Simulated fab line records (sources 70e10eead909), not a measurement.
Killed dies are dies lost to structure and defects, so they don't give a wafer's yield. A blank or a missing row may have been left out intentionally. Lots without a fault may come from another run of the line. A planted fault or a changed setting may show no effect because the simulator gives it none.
What tool caused it? ; flow nand-harc ; 14 lots with 42 wafers sampled at 4 steps, on a route of 1159 steps

== WHAT THE GAUGES SHOWED, per wafer ==
NHARC_A_CONTACT_CD_MEAS_42: the cd target is 200 nm.
lot;measured;on;cd-nm (nm)
L565;day 16 04:17;cd-sem-03;200.0 199.6 199.9
L563;day 16 09:56;cd-sem-01;200.1 200.6 200.2
L564;day 16 09:58;cd-sem-02;199.4 199.2 199.0
L566;day 16 15:19;cd-sem-03;199.7 199.5 200.3
L569;day 17 16:10;cd-sem-03;199.6 199.3 200.0
L571;day 18 07:42;cd-sem-01;200.2 199.9 199.6
L573;day 18 19:54;cd-sem-01;199.5 199.5 199.4
L576;day 19 02:07;cd-sem-01;198.7 199.6 198.4
L578;day 19 16:58;cd-sem-01;199.6 198.8 199.8
L581;day 20 06:26;cd-sem-03;200.7 201.1 200.1
L582;day 20 23:44;cd-sem-01;200.2 199.8 199.5
L584;day 21 17:56;cd-sem-01;200.1 199.7 199.5
L586;day 21 20:56;cd-sem-03;201.2 200.9 200.8
L585;day 21 23:16;cd-sem-03;198.8 199.7 199.4

NHARC_A_CONTACT_OVL_MEAS_43.
lot;measured;on;overlay-x-nm (nm);overlay-y-nm (nm)
L565;day 16 04:22;overlay-01;-0.2 0.5 0.1;0.4 0.3 1.0
L563;day 16 10:01;overlay-02;-0.3 -0.4 -0.4;0.6 0.2 0.6
L564;day 16 10:03;overlay-01;0.4 0.0 0.3;-0.6 0.2 -0.3
L566;day 16 15:24;overlay-01;-0.4 -0.4 -0.4;0.2 0.9 -0.2
L569;day 17 16:15;overlay-02;0.2 0.4 0.0;0.3 0.4 1.0
L571;day 18 07:47;overlay-02;0.8 0.7 1.7;-0.9 -0.6 -1.0
L573;day 18 19:59;overlay-01;0.8 0.8 1.0;-0.1 -0.4 -0.5
L576;day 19 02:12;overlay-01;-0.7 -0.9 -0.6;0.4 0.8 0.6
L578;day 19 17:03;overlay-01;-0.6 -0.6 -0.7;-2.3 -1.3 -2.0
L581;day 20 06:32;overlay-02;0.0 0.5 0.2;-0.8 -0.6 -0.5
L582;day 20 23:50;overlay-02;-0.3 -0.3 0.5;0.0 0.0 0.5
L584;day 21 18:02;overlay-01;-1.9 -1.5 -1.4;-0.4 -0.1 -0.3
L586;day 21 21:02;overlay-02;0.3 0.9 0.1;-0.8 -0.6 -0.5
L585;day 21 23:20;overlay-01;0.6 0.4 0.4;0.2 -0.4 0.2

== WHICH TOOL RAN EACH LOT (tool, then ch and the chambers of the sampled wafers, then the start) ==
lot;NHARC_A_CONTACT_DEP_28;NHARC_A_CONTACT_SOFTBAKE_37
L565;acl-dep-03 ch 0, day 16 01:21;litho-track-01 ch 0, day 16 03:00
L563;acl-dep-03 ch 0, day 16 05:26;litho-track-01 ch 0, day 16 07:00
L564;acl-dep-01 ch 0, day 16 07:43;litho-track-04 ch 0, day 16 09:00
L566;acl-dep-03 ch 0, day 16 12:19;litho-track-04 ch 0, day 16 14:00
L569;acl-dep-01 ch 0, day 17 13:22;litho-track-01 ch 0, day 17 15:00
L571;acl-dep-02 ch 0, day 18 04:44;litho-track-01 ch 0, day 18 07:00
L573;acl-dep-03 ch 0, day 18 17:43;litho-track-04 ch 0, day 18 19:00
L576;acl-dep-03 ch 0, day 18 23:32;litho-track-04 ch 0, day 19 01:00
L578;acl-dep-02 ch 0, day 19 15:04;litho-track-04 ch 0, day 19 16:00
L581;acl-dep-02 ch 0, day 20 03:57;litho-track-04 ch 0, day 20 06:00
L582;acl-dep-03 ch 0, day 20 20:44;litho-track-04 ch 0, day 20 23:00
L584;acl-dep-01 ch 0, day 21 14:57;litho-track-01 ch 0, day 21 17:00
L586;acl-dep-03 ch 0, day 21 18:08;litho-track-01 ch 0, day 21 20:00
L585;acl-dep-03 ch 0, day 21 21:03;litho-track-01 ch 0, day 21 22:00
- NHARC_A_CONTACT_DEP_28: deposits aC, target thk 3600 nm.
- NHARC_A_CONTACT_SOFTBAKE_37: time 55 s.

== WHAT THE TOOLS THEMSELVES READ (means of the sampled wafers that have a number; where no wafer has one, the mark that the record gives instead) ==
NHARC_A_CONTACT_DEP_28.
lot;tool;throttle-valve-pct (%)
L565;acl-dep-03;35.001
L563;acl-dep-03;34.999
L564;acl-dep-01;34.998
L566;acl-dep-03;34.997
L569;acl-dep-01;34.999
L571;acl-dep-02;34.998
L573;acl-dep-03;35.000
L576;acl-dep-03;35.002
L578;acl-dep-02;34.999
L581;acl-dep-02;34.996
L582;acl-dep-03;34.999
L584;acl-dep-01;35.005
L586;acl-dep-03;35.003
L585;acl-dep-03;35.006

NHARC_A_CONTACT_SOFTBAKE_37.
lot;tool;heater-power-total-W (W)
L565;litho-track-01;188.65
L563;litho-track-01;188.39
L564;litho-track-04;188.39
L566;litho-track-04;188.36
L569;litho-track-01;188.50
L571;litho-track-01;188.52
L573;litho-track-04;188.33
L576;litho-track-04;188.48
L578;litho-track-04;188.50
L581;litho-track-04;314.84
L582;litho-track-04;314.68
L584;litho-track-01;188.53
L586;litho-track-01;188.53
L585;litho-track-01;188.38

== THE ANSWER, worked out from the rows above alone ==
Rule: usual is defined by the lots themselves. Put in order of their means at a reading, lots are off if they are a third of the lots or fewer, leave a main group of 4 or more, and stand apart from it by a gap of 3 or more times the standard deviation of the main group's means; of several such gaps the widest counts. If all means in a main group match to the digits the tables above print for the reading, that group is not used. Also off: a lot with no number at a reading for which 4 or more lots have one. Where the step has rows for the other lots, those lots are counted as sound. The gauges are gone through in route order, then the tools' own readings, and for those a lot's mean is taken as printed above. The first step at which some lot is off is used, and at that step the reading that is off furthest; a lot without a number counts as furthest.
Off, at NHARC_A_CONTACT_SOFTBAKE_37 on heater-power-total-W: L581, L582. The main group has a mean of 188.46 W with a standard deviation of 0.089.
If a tool, at that step or one of the process steps before it, ran each lot that is off and ran no sound lot following the first of them, it fits. One fits: NHARC_A_CONTACT_SOFTBAKE_37 on litho-track-04. Its last sound lot is L578 (day 19 16:00), its first lot that is off L581 (day 20 06:00): a fault that began between those two fits.
The tool's own readings at NHARC_A_CONTACT_SOFTBAKE_37 bear it out: on the lots that are off they differ by more than 5 times the standard deviation of the sound lots' means. heater-power-total-W reads 314.76 W there against 188.46 W on the sound lots.

== WHAT THE SIMULATOR PUT IN ==
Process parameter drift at NHARC_A_CONTACT_SOFTBAKE_37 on litho-track-04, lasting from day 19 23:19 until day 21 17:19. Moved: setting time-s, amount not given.
Shown lots that were struck: L581, L582. This agrees with what the rule above found.
